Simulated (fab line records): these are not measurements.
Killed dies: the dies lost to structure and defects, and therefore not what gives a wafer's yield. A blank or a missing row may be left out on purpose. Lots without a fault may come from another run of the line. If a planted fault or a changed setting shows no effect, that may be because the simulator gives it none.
Chamber matching + flow n5 finfet + 3 sister chambers for N5_BEOL_M8_CURE_75 on uv cure-01
The step cures SiCOH lowk, time 120 s. 6 wafers are shown with their chamber, then 10 later ones without.

WAFERS, EACH WITH ITS CHAMBER
| wafer  | chamber | wafer_temp_C_max | lamp power pct (%) |
|--------|---------|------------------|--------------------|
| L074.3 | 2       | 371.2            | 52.24              |
| L074.6 | 2       | 371.6            | 52.22              |
| L084.4 | 0       | 371.5            | 52.41              |
| L084.6 | 0       | 372.0            | 52.34              |
| L088.1 | 1       | 372.7            | 52.26              |
| L088.3 | 1       | 372.1            | 52.22              |

WAFERS WITH NO CHAMBER GIVEN
| wafer  | wafer_temp_C_max | lamp power pct (%) |
|--------|------------------|--------------------|
| L088.4 | 372.6            | 52.34              |
| L091.3 | 371.6            | 52.28              |
| L091.5 | 371.6            | 52.32              |
| L091.6 | 371.7            | 52.27              |
| L092.1 | 372.2            | 52.34              |
| L092.2 | 372.0            | 52.31              |
| L092.3 | 372.5            | 52.27              |
| L096.1 | 372.4            | 52.30              |
| L096.4 | 373.3            | 52.25              |
| L096.5 | 372.4            | 52.24              |

WHICH CHAMBER EACH WENT THROUGH
| wafer  | from the rows above          | in truth |
|--------|------------------------------|----------|
| L088.4 | can't be placed: 0 or 1      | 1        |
| L091.3 | can't be placed: 2 or 1 or 0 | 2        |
| L091.5 | can't be placed: 0 or 2 or 1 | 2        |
| L091.6 | can't be placed: 2 or 1 or 0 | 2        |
| L092.1 | can't be placed: 0 or 1      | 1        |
| L092.2 | can't be placed: 0 or 1 or 2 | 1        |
| L092.3 | 1                            | 1        |
| L096.1 | can't be placed: 1 or 0 or 2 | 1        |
| L096.4 | 1                            | 1        |
| L096.5 | 1                            | 1        |
3 of 10 placed correctly. These rows do not allow placing 7 (true chamber among the candidates in 7). Number placed wrongly: 0.
How it was worked out, from the rows above alone: a wafer's distance from a chamber is the root of the sum, over the readings, of the square of ((its reading less the chamber's mean) divided by the reading's scatter). The wafer belongs to the nearest chamber; if the next one is less than 2 further off, it can't be placed. A chamber's mean is the mean of its shown wafers. The scatter: the root of (the sum of the squares of (reading less its chamber's mean) over the shown wafers, divided by (wafers less chambers)).
